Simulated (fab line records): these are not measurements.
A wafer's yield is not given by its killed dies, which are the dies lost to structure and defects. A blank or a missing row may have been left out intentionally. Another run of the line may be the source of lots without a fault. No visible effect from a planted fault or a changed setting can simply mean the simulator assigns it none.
Matching of chambers -- flow nand harc -- NHARC_A_BONDPAD_ETCH_34 on rie diel-02: 4 sister chambers
The step etches the open film in N2/H2, target depth 60 nm, overetch 18 nm, time 65.91 s. 4 wafers are shown with their chamber, then 9 later ones without.

WAFERS, EACH WITH ITS CHAMBER
wafer,chamber,rf vpp V (V)
L966.5,3,434.2
L976.1,2,428.8
L976.2,0,432.1
L976.3,1,428.0

WAFERS WHOSE CHAMBER IS MISSING
wafer,rf vpp V (V)
L974.2,434.2
L974.3,429.5
L974.6,433.3
L975.1,428.0
L975.3,433.5
L975.4,433.3
L985.1,427.4
L985.4,431.6
L985.6,434.9

WHICH CHAMBER EACH WENT THROUGH
wafer,from the rows above,in truth
L974.2,3,3
L974.3,can't be placed: 2 or 1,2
L974.6,can't be placed: 3 or 0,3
L975.1,can't be placed: 1 or 2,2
L975.3,can't be placed: 3 or 0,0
L975.4,can't be placed: 3 or 0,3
L985.1,can't be placed: 1 or 2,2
L985.4,0,0
L985.6,3,3
3 of 9 placed correctly. Not placeable from these rows: 6 (in 6, the candidates include the true chamber). Number placed wrongly: 0.
How it was worked out, from the rows above alone: a wafer's distance from a chamber is the root of the sum, over the readings, of the square of ((its reading less the chamber's mean) divided by the reading's scatter). If the next closest chamber is less than 2 further off than the closest, the wafer can't be placed; otherwise it belongs to the closest. For every chamber, the mean is computed from those of its wafers that are shown. The scatter (one wafer shown for each chamber): square how far every hidden wafer sits from the nearest shown wafer, average those squares and take the square root.
